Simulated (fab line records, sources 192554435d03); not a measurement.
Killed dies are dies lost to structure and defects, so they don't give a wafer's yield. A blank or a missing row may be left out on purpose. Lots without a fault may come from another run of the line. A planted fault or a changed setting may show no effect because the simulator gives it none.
A struck lot beside a sound one | flow n5_finfet | 37 steps out of a route of 1938
Sound: wafers L439.1, L439.3, L439.6. Struck: wafers L456.1, L456.2, L456.6. The cause comes at the end.
At each step with rows: each side's tool, then ch and its chambers, then its first start. Under that, the readings that differ: sound wafers | struck wafers | difference of the means | sigmas: that difference in standard deviations of wafers without a fault.
alike: readings whose means differ by less than 2 such deviations, and words and numbers that are the same on both sides. not compared: withheld readings, readings that some wafer has no value for, bounds like >300 that may hide the same value, and numbers for which the record gives no deviation and whose values overlap.
The two part at a step that has a row with sigmas, a row that says differs or no value, or rows on one side only. Numbers that don't overlap but have no deviation are shown without sigmas and don't part them. A reading that every wafer of one side lacks parts them only if that side has two wafers or more.

first, 9 steps without rows for these wafers: N5_BEOL_M4_ANNEAL_95 (time 240 s); N5_BEOL_M4_SPUTTER_96 (material Cu, target thk 4.5 nm, time 8.29 s); N5_BEOL_M4_ECD_50 (material Cu, target thk 300 nm); N5_BEOL_M4_ANNEAL_51 (time 90 s); N5_BEOL_M4_CMP_52 (polishes, stops on SiOC, t overpolish 6.8 s, target thk 40 nm); N5_BEOL_M4_PRE_CLEAN_60 (time 15 s); N5_BEOL_M4_CO_CAP_55 (material Co, precursor CCTBA/H2, target thk 2 nm, time 102.1 s); N5_BEOL_M4_PRE_CLEAN_56 (time 15 s); N5_BEOL_M4_DEP_57 (deposits SiCN from 3MS/NH3, target thk 8 nm, time 14 s).
N5_BEOL_M4_RC_MEAS_101:
  sound on prober-02 ch 0, day 9 01:44; struck on prober-02 ch 0, day 14 01:40
  alike: DIBL_N, DIBL_P, IOFF_N, IOFF_P, ION_N, ION_P, SS_N, SS_P, VT_N, VT_P
N5_BEOL_M5_ILD_DEP_00: deposits SiCOH lowk from DEMS/porogen, target thk 140.64 nm, time 25.9 s.
  sound on pecvd-01 ch 0,1,2, day 9 02:43; struck on pecvd-01 ch 0,1,2, day 14 02:38
  reading                                            | sound             | struck         | difference | sigmas
  model.SiCOH_lowk_of_BEOL_M5_ILD_DEP_00.thk_nm (nm) | 139.8 138.6 139.6 | 47.8 47.8 45.2 | -92.4      |
  alike: heater_power_w, showerhead_plenum_p_Torr, throttle_valve_pct
then, 1 step without rows for these wafers: N5_BEOL_M5_CURE_79 (cures SiCOH lowk, time 240 s).
N5_BEOL_M5_THK_MEAS_01:
  sound on film_metro-02, day 9 05:34; struck on film_metro-01, day 14 03:41
  reading         | sound             | struck         | difference | sigmas
  M5_ILD_THK (nm) | 120.1 119.3 120.1 | 40.8 40.9 38.6 | -79.7      | -53
then, 22 steps without rows for these wafers: N5_BEOL_M5_PECVD_70 (deposits SiO2 from TEOS/O2, target thk 16 nm, time 18 s); N5_BEOL_M5_HM_DEP_02 (deposits TiN, target thk 20 nm); N5_BEOL_M5_COAT_59 (time 60 s, resist thk 60 nm); N5_BEOL_M5_COAT_60 (time 60 s, resist thk 12 nm); N5_BEOL_M5_COAT_71 (time 60 s, resist thk 5 nm); N5_BEOL_M5_COAT_05 (resist thk 30 nm); N5_BEOL_M5_EBR_07; N5_BEOL_M5_SOFTBAKE_06 (time 60 s); N5_BEOL_M5_EXPOSE_08 (exposes mask M5, target cd 28 nm); N5_BEOL_M5_PEB_09 (peb time 60 s); N5_BEOL_M5_DEVELOP_10 (develop time 30 s); N5_BEOL_M5_DESCUM_16 (chemistry O2, time 7 s); N5_BEOL_M5_ETCH_72 (etches underlayer in N2/H2, target depth 6.5 nm, time 5.2 s); N5_BEOL_M5_ETCH_61 (etches SiARC in CF4, target depth 15.6 nm, time 26 s); N5_BEOL_M5_ETCH_62 (etches SOC in N2/H2, target depth 75 nm, overetch 15 nm, time 112.5 s); N5_BEOL_M5_STRIP_63 (strips in N2/H2); N5_BEOL_M5_STRIP_73 (strips in N2/H2); N5_BEOL_M5_STRIP_64 (strips in CF4); N5_BEOL_M5_HM_OPEN_17 (chemistry Cl2/BCl3, target TiN, target depth 20 nm, overetch 6 nm); N5_BEOL_M5_STRIP_19 (strips in O2); N5_BEOL_M5_COAT_65 (time 60 s, resist thk 60 nm); N5_BEOL_M5_COAT_66 (time 60 s, resist thk 12 nm).
N5_BEOL_M5_CMP_52: polishes, stops on SiCOH lowk, t overpolish 6.9 s, target thk 62 nm.
  sound on cmp-03 ch 0,1, day 9 17:02; struck on cmp-02 ch 1,2,3, day 14 14:29
  reading                                            | sound                | struck               | difference | sigmas
  clearing_platen_down_force_psi (psi)               | 1.5015 1.5043 1.5008 | 1.4978 1.4934 1.4976 | -0.0059    | -2
  model.SiCOH_lowk_of_BEOL_M5_ILD_DEP_00.thk_nm (nm) | 117.2 116.2 117.2    | 37.8 37.8 35.6       | -79.8      |
  alike: motor_current_A
-- the record jumps here: 4 days lie between the struck wafers' starts before and after (it left off in module BEOL_M5 and takes up again in module PASSIVATION, whose first step shown is number 1936 of the route) --
N5_PASSIVATION_PROBE_49:
  sound on prober-02, day 13 06:49; struck on prober-01, day 18 14:04
  reading                  | sound          | struck         | difference | sigmas
  defect_limited_yield (%) | 91.2 89.1 91.7 | 0 0 0          | -91        | -65
  killed_at_M4_up          | 15 20 3        | 1080 1054 1061 | +1052      | +99 or more
  killed_dies              | 104 129 98     | 1180 1180 1180 | +1070      | +63
  killed_on_rim            | 12 13 11       | 152 152 152    | +140       | +33
  sort_bin_6_memory (%)    | 3.1 3.0 2.6    | 4.2 5.2 4.2    | +1.6       | +2
  sort_n_pass              | 1076 1051 1082 | 0 0 0          | -1070      | -63
  sort_yield_pct (%)       | 91.2 89.1 91.7 | 0 0 0          | -91        | -65
  alike: killed_at_M0_to_M3, killed_at_contacts, killed_at_front_end, killed_at_other, killed_open, killed_short, sort_bin_5_function

WHERE THEY PART
First at N5_BEOL_M5_THK_MEAS_01; last, within this record, at N5_PASSIVATION_PROBE_49.

WHY: what the simulator had put in
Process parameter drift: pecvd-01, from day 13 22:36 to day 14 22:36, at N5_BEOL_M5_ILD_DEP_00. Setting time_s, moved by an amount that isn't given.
